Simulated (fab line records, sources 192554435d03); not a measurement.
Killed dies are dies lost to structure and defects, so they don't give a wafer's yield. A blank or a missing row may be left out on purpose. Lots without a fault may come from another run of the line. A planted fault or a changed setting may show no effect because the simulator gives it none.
Problem report in the 8D (eight disciplines) form, filled by code | flow n5_finfet | the parts of the form that need people (team, actions taken, sign-off) are left out

1. THE PROBLEM
killed_at_M4_up at N5_PASSIVATION_PROBE_49 reads a mean of 1080 on 6 wafers of 2 lots; wafers without a fault read 13 with a standard deviation of 5.3. That is +99 or more standard deviations from the usual mean.
First seen on wafer L701.2, day 16 05:58, on prober-02. The record holds 6 wafers of 2 lots with a number at this step. Rule for "out", or "out of limits": more than 4 standard deviations from the usual mean. The other wafers with a number count as sound.

2. WHAT IT IS AND WHAT IT IS NOT
question                    | is                                                                                                                  | is not
which readings at this step | killed_at_M4_up, defect_limited_yield, killed_dies, killed_on_rim, sort_bin_5_function, sort_n_pass, sort_yield_pct | killed_at_M0_to_M3, killed_at_contacts, killed_at_other, killed_short, sort_bin_8_speed
which lots                  | L699, L701                                                                                                          | -
which wafers of those lots  | all that have a number                                                                                              | -
read on which tools         | prober-02                                                                                                           | -
when                        | from day 16 05:58                                                                                                   | up to then (0 sound wafers)

3. SUSPECTS, AND WHAT RULES EACH OUT
Counting: a tool at a process step up to the reading stays a suspect if it ran every lot that is out and no sound lot after the first of them.
- rie_diel-03 at N5_BEOL_M13_DESCUM_33 (chemistry O2, time 7.9 s): kept. It ran every lot that is out, first L701 (day 15 01:03), and no sound lot after that.
- rie_diel-03 at N5_BEOL_M13_ETCH_67 (etches SiARC in CF4, target depth 143 nm, time 238.3 s): kept. It ran every lot that is out, first L701 (day 15 01:05), and no sound lot after that.
- rie_diel-03 at N5_BEOL_M13_ETCH_38 (etches SiCN in CF4/N2, target depth 67.5 nm, time 71.9 s): kept. It ran every lot that is out, first L701 (day 15 02:25), and no sound lot after that.
- prober-02 at N5_PASSIVATION_PROBE_49: kept. It ran every lot that is out, first L701 (day 16 05:58), and no sound lot after that. Its own readings are out on those wafers: defect_limited_yield, killed_at_M4_up, killed_dies, killed_on_rim, sort_bin_5_function, sort_n_pass, sort_yield_pct.
Left after counting: rie_diel-03 at N5_BEOL_M13_DESCUM_33, rie_diel-03 at N5_BEOL_M13_ETCH_67, rie_diel-03 at N5_BEOL_M13_ETCH_38, prober-02 at N5_PASSIVATION_PROBE_49.

4. THE CAUSE (what the simulator had put in)
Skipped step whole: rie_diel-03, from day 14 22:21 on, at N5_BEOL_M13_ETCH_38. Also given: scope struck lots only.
Counting left 4 suspects, and this tool is among them.

5. THE CHAIN OF EFFECTS, in route order
Each row: a reading whose mean over the struck wafers that have a number lies more than 3 standard deviations from the usual. Only readings for which the record gives a usual standard deviation are gone through. hours: the time from each lot's start at the first step in this table that gives one to its start at this step, as a median over the lots. sigmas: the change in usual standard deviations.
hours | step                    | reading              | usual  | on struck wafers | change | sigmas
0     | N5_PASSIVATION_PROBE_49 | defect_limited_yield | 91.6 % | 0.0              | -91.6  | -65
0     | N5_PASSIVATION_PROBE_49 | killed_at_M4_up      | 13     | 1080             | +1067  | +99 or more
0     | N5_PASSIVATION_PROBE_49 | killed_dies          | 99     | 1180             | +1081  | +68
0     | N5_PASSIVATION_PROBE_49 | killed_on_rim        | 13     | 152              | +139   | +33
0     | N5_PASSIVATION_PROBE_49 | sort_bin_5_function  | 4.9 %  | 96.2             | +91.3  | +99 or more
0     | N5_PASSIVATION_PROBE_49 | sort_n_pass          | 1081   | 0                | -1081  | -64
0     | N5_PASSIVATION_PROBE_49 | sort_yield_pct       | 91.6 % | 0.0              | -91.6  | -65
The process steps in it:
- N5_PASSIVATION_PROBE_49
Readings that are blank on the struck wafers while sound wafers have them: bias_w at N5_BEOL_M13_ETCH_38; cf4_flow_sccm at N5_BEOL_M13_ETCH_38; chamber_pressure_mTorr at N5_BEOL_M13_ETCH_38; drypump_motor_current_A at N5_BEOL_M13_ETCH_38; oes_product_au at N5_BEOL_M13_ETCH_38; rf_vpp_V at N5_BEOL_M13_ETCH_38; showerhead_plenum_p_Torr at N5_BEOL_M13_ETCH_38; throttle_valve_pct at N5_BEOL_M13_ETCH_38.

6. WHAT WOULD HAVE CAUGHT IT SOONER
In this record the first reading out of limits was taken at day 16 05:58, 32 hours after the fault began at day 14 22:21.
At N5_BEOL_M13_ETCH_38 the tool's readings are blank on the struck wafers, where sound wafers have them: an empty tool record is the first sign, and it was there at once.
All the lots that are out (2) had begun N5_BEOL_M13_ETCH_38 on rie_diel-03 by day 16 05:58. A hold on the tool at that time would have spared none of them.
